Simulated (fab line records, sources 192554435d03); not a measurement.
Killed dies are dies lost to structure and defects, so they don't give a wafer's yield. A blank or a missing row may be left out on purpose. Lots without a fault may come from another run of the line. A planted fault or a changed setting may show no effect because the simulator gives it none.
Which tool did it? | flow n5_finfet | 10 lots, 30 wafers sampled, at 5 steps of a route of 1938

WHAT THE GAUGES READ, wafer by wafer
N5_PMOS_HMC_CHANNEL_EPI_OVL_MEAS_10. Usual: PMOS_HMC_BLK_OVL 0.5 nm, standard deviation 0.65.
lot  | measured    | on         | PMOS_HMC_BLK_OVL (nm) | flag
L549 | day 2 16:52 | overlay-01 | 0.6 0.1 0.6           |
L551 | day 3 05:33 | overlay-01 | 1.0 0.7 0.8           |
L553 | day 3 17:16 | overlay-02 | 1.0 1.8 -0.3          |
L556 | day 4 11:16 | overlay-01 | 1.1 1.4 0.7           |
L558 | day 4 23:14 | overlay-01 | 1.2 0.9 0.7           |
L561 | day 5 17:22 | overlay-01 | 0.8 -0.4 -0.1         |
L562 | day 5 23:26 | overlay-02 | 0.8 -0.3 0.6          |
L563 | day 6 05:40 | overlay-01 | 0.0 0.9 0.0           |
L566 | day 6 23:09 | overlay-02 | 1.0 1.9 0.8           |
L567 | day 7 05:35 | overlay-02 | 0.3 -1.5 -0.7         |

N5_BEOL_M4_RC_MEAS_101. Usual: DIBL_N 36.3 mV/V, standard deviation 1.7; DIBL_P 36.5 mV/V, standard deviation 1.8; IOFF_N 0.16 nA/um, standard deviation 0.033; IOFF_P 0.21 nA/um, standard deviation 0.037; ION_N 675 uA/um, standard deviation 11; ION_P 462 uA/um, standard deviation 7.9; SS_N 71.6 mV/dec, standard deviation 0.64; SS_P 73.3 mV/dec, standard deviation 0.68; VT_N 249 mV, standard deviation 3.3; VT_P -250 mV, standard deviation 3.3.
lot  | measured     | on        | DIBL_N (mV/V)  | DIBL_P (mV/V)  | IOFF_N (nA/um) | IOFF_P (nA/um) | ION_N (uA/um) | ION_P (uA/um) | SS_N (mV/dec)  | SS_P (mV/dec)  | VT_N (mV)   | VT_P (mV)      | flag
L549 | day 8 14:43  | prober-01 | 36.4 38.2 37.6 | 35.8 38.6 37.2 | 0.15 0.19 0.16 | 0.22 0.26 0.24 | 672 682 671   | 463 470 466   | 72.0 71.9 72.3 | 72.9 74.6 74.0 | 249 245 250 | -248 -246 -245 |
L551 | day 9 10:17  | prober-01 | 37.3 36.6 37.0 | 38.4 36.7 37.8 | 0.18 0.17 0.17 | 0.24 0.22 0.24 | 680 688 676   | 466 459 465   | 72.3 71.7 72.3 | 72.8 72.8 73.0 | 247 250 249 | -251 -253 -248 |
L553 | day 9 15:35  | prober-02 | 37.4 35.1 32.3 | 38.4 34.8 33.3 | 0.18 0.14 0.11 | 0.24 0.18 0.16 | 660 658 657   | 460 445 457   | 72.2 71.9 70.5 | 73.5 72.8 72.1 | 251 254 255 | -247 -251 -254 |
L556 | day 10 09:15 | prober-01 | 35.8 35.6 34.2 | 36.3 34.7 33.9 | 0.16 0.15 0.13 | 0.20 0.17 0.17 | 684 666 657   | 464 450 448   | 71.3 71.1 71.1 | 72.9 72.7 72.1 | 249 249 251 | -251 -253 -253 |
L558 | day 11 10:59 | prober-02 | 38.8 36.4 38.9 | 39.3 34.7 38.0 | 0.21 0.15 0.21 | 0.25 0.17 0.22 | 672 665 676   | 458 448 453   | 71.6 71.3 72.8 | 74.9 72.5 74.5 | 245 253 248 | -249 -253 -250 |
L561 | day 11 18:43 | prober-02 | 38.3 37.4 39.3 | 38.1 36.6 38.4 | 0.17 0.15 0.17 | 0.20 0.19 0.20 | 681 660 661   | 455 457 450   | 72.2 72.0 73.0 | 74.4 73.6 73.8 | 250 252 251 | -254 -255 -253 |
L562 | day 12 00:10 | prober-02 | 37.3 35.6 35.4 | 35.4 34.2 34.3 | 0.16 0.15 0.14 | 0.22 0.22 0.21 | 675 703 677   | 466 481 469   | 71.4 71.4 71.2 | 72.8 72.5 72.8 | 247 246 249 | -246 -244 -245 |
L563 | day 12 06:17 | prober-02 | 37.0 38.2 37.9 | 38.3 39.1 38.9 | 0.22 0.23 0.24 | 0.22 0.23 0.23 | 705 686 683   | 462 456 458   | 72.0 72.5 72.2 | 73.2 73.7 73.6 | 243 244 240 | -251 -248 -250 |
L566 | day 13 03:38 | prober-02 | 40.0 38.2 37.6 | 40.9 38.7 37.9 | 0.28 0.23 0.21 | 0.27 0.24 0.22 | 717 695 687   | 475 461 459   | 72.9 73.1 71.7 | 74.6 74.5 73.4 | 241 242 245 | -250 -249 -251 |
L567 | day 13 10:11 | prober-02 | 36.2 37.3 37.5 | 35.1 36.3 37.0 | 0.14 0.16 0.16 | 0.17 0.18 0.20 | 662 677 673   | 447 458 458   | 71.2 72.1 71.5 | 73.8 73.9 74.2 | 253 249 247 | -251 -254 -253 |

WHICH TOOL RAN EACH LOT (tool, then ch and the chambers of the sampled wafers, then the start)
lot  | N5_WELL_APT_RTA_34              | N5_PMOS_HMC_CHANNEL_EPI_COAT_31  | N5_PMOS_HMC_CHANNEL_EPI_DESCUM_14
L549 | rtp_anneal-02 ch 0, day 2 15:39 | litho_track-03 ch 0, day 2 16:37 | rie_diel-02 ch 0,1,3, day 2 17:02
L551 | rtp_anneal-02 ch 0, day 3 04:01 | litho_track-05 ch 0, day 3 05:10 | rie_diel-05 ch 0,1,2, day 3 05:36
L553 | rtp_anneal-01 ch 0, day 3 15:51 | litho_track-01 ch 0, day 3 17:01 | rie_diel-02 ch 0,1, day 3 17:20
L556 | rtp_anneal-01 ch 0, day 4 10:02 | litho_track-01 ch 0, day 4 11:01 | rie_diel-02 ch 0,2,3, day 4 11:42
L558 | rtp_anneal-01 ch 0, day 4 21:48 | litho_track-05 ch 0, day 4 22:58 | rie_diel-05 ch 0,1,3, day 4 23:17
L561 | rtp_anneal-01 ch 0, day 5 15:50 | litho_track-05 ch 0, day 5 16:59 | rie_diel-05 ch 0,2,3, day 5 17:31
L562 | rtp_anneal-01 ch 0, day 5 22:08 | litho_track-05 ch 0, day 5 23:04 | rie_diel-04 ch 1,3, day 5 23:29
L563 | rtp_anneal-02 ch 0, day 6 04:08 | litho_track-05 ch 0, day 6 05:17 | rie_diel-04 ch 0,2,3, day 6 05:44
L566 | rtp_anneal-01 ch 0, day 6 21:49 | litho_track-03 ch 0, day 6 22:46 | rie_diel-05 ch 2,3, day 6 23:35
L567 | rtp_anneal-02 ch 0, day 7 04:02 | litho_track-03 ch 0, day 7 05:13 | rie_diel-04 ch 0,2, day 7 05:39
- N5_WELL_APT_RTA_34: time 10 s.
- N5_PMOS_HMC_CHANNEL_EPI_COAT_31: time 60 s, resist thk 66 nm.
- N5_PMOS_HMC_CHANNEL_EPI_DESCUM_14: chemistry O2, time 7.9 s.

WHAT THE TOOLS THEMSELVES READ (means of the sampled wafers that have a number; where no wafer has one, the mark that the record gives instead)
N5_WELL_APT_RTA_34. Usual: lamp_power_pct 13.00 %, standard deviation 0.055; wafer_temp_C_max 1003.5, standard deviation 0.99.
lot  | tool          | lamp_power_pct (%) | wafer_temp_C_max | flag
L549 | rtp_anneal-02 | 12.99              | 1003.6           |
L551 | rtp_anneal-02 | 13.02              | 1002.9           |
L553 | rtp_anneal-01 | 12.99              | 1002.5           |
L556 | rtp_anneal-01 | 13.04              | 1004.0           |
L558 | rtp_anneal-01 | 13.00              | 1002.4           |
L561 | rtp_anneal-01 | 13.05              | 1003.8           |
L562 | rtp_anneal-01 | 13.03              | 1004.0           |
L563 | rtp_anneal-02 | 13.01              | 1003.3           |
L566 | rtp_anneal-01 | 12.98              | 1003.9           |
L567 | rtp_anneal-02 | 13.04              | 1003.1           |

N5_PMOS_HMC_CHANNEL_EPI_COAT_31. Usual: chill_plate_temp_C 23.01 C, standard deviation 0.095; heater_power_total_W 391.8 W, standard deviation 1.2; plate_temp_C 204.97 C, standard deviation 0.16.
lot  | tool           | chill_plate_temp_C (C) | heater_power_total_W (W) | plate_temp_C (C) | flag
L549 | litho_track-03 | 22.99                  | 392.5                    | 205.10           |
L551 | litho_track-05 | 22.93                  | 392.7                    | 205.03           |
L553 | litho_track-01 | 23.19                  | 392.5                    | 204.83           |
L556 | litho_track-01 | 22.98                  | 391.9                    | 205.04           |
L558 | litho_track-05 | 22.99                  | 392.5                    | 204.96           |
L561 | litho_track-05 | 23.06                  | 413.2                    | 214.48           | OFF
L562 | litho_track-05 | 22.96                  | 415.2                    | 214.39           | OFF
L563 | litho_track-05 | 22.79                  | 415.8                    | 214.53           | OFF
L566 | litho_track-03 | 23.04                  | 391.6                    | 204.68           |
L567 | litho_track-03 | 23.04                  | 390.5                    | 204.89           |

N5_PMOS_HMC_CHANNEL_EPI_DESCUM_14. Usual: drypump_motor_current_A 5.9 A, standard deviation 0.38; oes_product_au 0.78 a.u., standard deviation 0.063; rf_vpp_V 243.4 V, standard deviation 1.3; showerhead_plenum_p_Torr 2.11 Torr, standard deviation 0.06; throttle_valve_pct 20.47 %, standard deviation 0.17.
lot  | tool        | drypump_motor_current_A (A) | oes_product_au (a.u.) | rf_vpp_V (V) | showerhead_plenum_p_Torr (Torr) | throttle_valve_pct (%) | flag
L549 | rie_diel-02 | 5.9                         | 0.78                  | 242.2        | 2.07                            | 20.48                  |
L551 | rie_diel-05 | 5.9                         | 0.78                  | 244.5        | 2.17                            | 20.38                  |
L553 | rie_diel-02 | 5.8                         | 0.78                  | 242.6        | 2.07                            | 20.64                  |
L556 | rie_diel-02 | 6.0                         | 0.76                  | 243.4        | 2.12                            | 20.43                  |
L558 | rie_diel-05 | 6.2                         | 0.79                  | 243.3        | 2.12                            | 20.46                  |
L561 | rie_diel-05 | 5.9                         | 0.80                  | 243.5        | 2.12                            | 20.41                  |
L562 | rie_diel-04 | 5.2                         | 0.84                  | 243.0        | 2.12                            | 20.37                  |
L563 | rie_diel-04 | 5.6                         | 0.73                  | 242.1        | 2.05                            | 20.45                  |
L566 | rie_diel-05 | 5.6                         | 0.75                  | 242.9        | 2.13                            | 20.34                  |
L567 | rie_diel-04 | 5.5                         | 0.73                  | 242.4        | 2.02                            | 20.50                  |

THE ANSWER, worked out from the rows above alone
Rule: a lot is off if the mean of its wafers that have a number lies more than 3 standard deviations from the usual mean. A lot without any number at a reading at which 4 lots or more have one is off too. The other lots that the step has rows for count as sound. The gauges are gone through in route order, then the tools' own readings, and for those a lot's mean is taken as printed above. The first step at which some lot is off is used, and at that step the reading that is off furthest; a lot without a number counts as furthest.
Off: L561, L562, L563, at N5_PMOS_HMC_CHANNEL_EPI_COAT_31 (plate_temp_C).
A tool fits if, at that step or a process step before it, it ran every lot that is off, and no sound lot after the first of them. One fits: litho_track-05 at N5_PMOS_HMC_CHANNEL_EPI_COAT_31. Its last sound lot is L558 (day 4 22:58), its first lot that is off L561 (day 5 16:59): a fault that began between those two fits.
The tool's own readings at N5_PMOS_HMC_CHANNEL_EPI_COAT_31 bear it out: on the lots that are off they differ by more than 5 times the standard deviation of the sound lots' means. heater_power_total_W reads 414.7 W there against 392.0 W on the sound lots; plate_temp_C reads 214.47 C there against 204.93 C on the sound lots.

WHAT THE SIMULATOR HAD PUT IN
Process parameter drift: litho_track-05, from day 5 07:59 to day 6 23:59, at N5_PMOS_HMC_CHANNEL_EPI_COAT_31. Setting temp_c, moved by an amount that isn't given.
Lots struck among those shown: L561, L562, L563. The rule above found the same.
